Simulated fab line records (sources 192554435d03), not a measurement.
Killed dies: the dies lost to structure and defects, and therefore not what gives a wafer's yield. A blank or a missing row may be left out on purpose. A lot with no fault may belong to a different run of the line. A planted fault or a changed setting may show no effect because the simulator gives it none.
Lot-split experiment :: flow n5Finfet :: on a route of 1938 steps: 7 lots, 21 wafers read

== ABOUT THE SPLIT ==
At N5_BEOL_M11_ETCH_41 (etches SiCN in CH3F/O2, target depth 42.6 nm, time 86 s), the setting timeS was moved away from the recipe's 86 s on 7 of the 21 wafers read, by -20.5% to +20.1%. All remaining wafers had this setting at the recipe value.

Reading taken at the split's own step.

== THE READING ==
etch.depthNm (the simulator's own value, which no gauge read), in nm, at N5_BEOL_M11_ETCH_41 (etches SiCN in CH3F/O2, target depth 42.6 nm, time 86 s). There is no usual value for it anywhere in the file. Average 32.10 nm, standard deviation 0.67 nm, over the 14 wafers here run with the recipe.

wafer: L081.1
tool, chamber at the split: rieDiel-03, 3
timeS as run, s: 86
against the recipe: recipe
etch.depthNm, nm: 32.51
against lot-mates on the recipe: -

wafer: L081.3
tool, chamber at the split: rieDiel-03, 1
timeS as run, s: 86
against the recipe: recipe
etch.depthNm, nm: 32.53
against lot-mates on the recipe: -

wafer: L081.4
tool, chamber at the split: rieDiel-03, 2
timeS as run, s: 86
against the recipe: recipe
etch.depthNm, nm: 33.47
against lot-mates on the recipe: -

wafer: L080.2
tool, chamber at the split: rieDiel-03, 0
timeS as run, s: 86
against the recipe: recipe
etch.depthNm, nm: 31.75
against lot-mates on the recipe: -

wafer: L080.3
tool, chamber at the split: rieDiel-03, 3
timeS as run, s: 94.32
against the recipe: +9.7%
etch.depthNm, nm: 35.11
against lot-mates on the recipe: +3.38

wafer: L080.5
tool, chamber at the split: rieDiel-03, 3
timeS as run, s: 86
against the recipe: recipe
etch.depthNm, nm: 31.72
against lot-mates on the recipe: -

wafer: L082.1
tool, chamber at the split: rieDiel-01, 3
timeS as run, s: 68.4
against the recipe: -20.5%
etch.depthNm, nm: 24.97
against lot-mates on the recipe: -7.09

wafer: L082.3
tool, chamber at the split: rieDiel-01, 1
timeS as run, s: 86
against the recipe: recipe
etch.depthNm, nm: 32.06
against lot-mates on the recipe: -

wafer: L082.4
tool, chamber at the split: rieDiel-01, 2
timeS as run, s: 68.4
against the recipe: -20.5%
etch.depthNm, nm: 25.59
against lot-mates on the recipe: -6.47

wafer: L083.1
tool, chamber at the split: rieDiel-01, 2
timeS as run, s: 103.3
against the recipe: +20.1%
etch.depthNm, nm: 38.87
against lot-mates on the recipe: +7.18

wafer: L083.4
tool, chamber at the split: rieDiel-01, 3
timeS as run, s: 86
against the recipe: recipe
etch.depthNm, nm: 31.39
against lot-mates on the recipe: -

wafer: L083.6
tool, chamber at the split: rieDiel-01, 1
timeS as run, s: 86
against the recipe: recipe
etch.depthNm, nm: 31.98
against lot-mates on the recipe: -

wafer: L088.3
tool, chamber at the split: rieDiel-02, 0
timeS as run, s: 86
against the recipe: recipe
etch.depthNm, nm: 32.65
against lot-mates on the recipe: -

wafer: L088.4
tool, chamber at the split: rieDiel-02, 1
timeS as run, s: 86
against the recipe: recipe
etch.depthNm, nm: 31.92
against lot-mates on the recipe: -

wafer: L088.5
tool, chamber at the split: rieDiel-02, 3
timeS as run, s: 86
against the recipe: recipe
etch.depthNm, nm: 31.59
against lot-mates on the recipe: -

wafer: L094.1
tool, chamber at the split: rieDiel-01, 3
timeS as run, s: 86
against the recipe: recipe
etch.depthNm, nm: 31.16
against lot-mates on the recipe: -

wafer: L094.2
tool, chamber at the split: rieDiel-01, 0
timeS as run, s: 103.1
against the recipe: +19.9%
etch.depthNm, nm: 38.87
against lot-mates on the recipe: +7.71

wafer: L094.5
tool, chamber at the split: rieDiel-01, 0
timeS as run, s: 103.1
against the recipe: +19.9%
etch.depthNm, nm: 38.93
against lot-mates on the recipe: +7.77

wafer: L093.2
tool, chamber at the split: rieDiel-03, 1
timeS as run, s: 102.5
against the recipe: +19.2%
etch.depthNm, nm: 37.92
against lot-mates on the recipe: +5.60

wafer: L093.4
tool, chamber at the split: rieDiel-03, 0
timeS as run, s: 86
against the recipe: recipe
etch.depthNm, nm: 31.4
against lot-mates on the recipe: -

wafer: L093.5
tool, chamber at the split: rieDiel-03, 3
timeS as run, s: 86
against the recipe: recipe
etch.depthNm, nm: 33.24
against lot-mates on the recipe: -

FIT RESULTS
A straight line over all 21 wafers: etch.depthNm changes by +0.332 nm for each +1% of timeS; r = +0.99; the points scatter about the line by 0.6 nm.
The same after taking each lot's own level away (the mean of its wafers on the recipe; 21 wafers): +0.347 nm for each +1%; r = +0.99; scatter 0.56 nm.
The reading moves by 7.1 nm for the largest change in timeS, on that fit.
The lots' own levels span 31.160 to 32.837 nm, that is 2.5 times the standard deviation above.
Consequently the slope shifts little with the lot-to-lot level, the two slopes agreeing.
Check: for one of the wafers moved furthest among these (-20.5%), held out of the fit, the line's prediction against its lot-mates is -7.02 nm. It came out at -7.09 nm against them.

== THESE WAFERS: OTHER SPLITS ==
These wafers also went through other splits before the reading. Each is held against what the fit with the lots' levels taken away leaves over:
other split on the same wafers: N5_BEOL_M11_TRENCH_ETCH_37 timeS
wafers away from the commonest value: 4
r with etch.depthNm (lot level and that fit taken away): +0.33

== FILE'S OWN FIT ==
etch.depthNm changes by +0.344 nm for each +1% of timeS, r = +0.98.
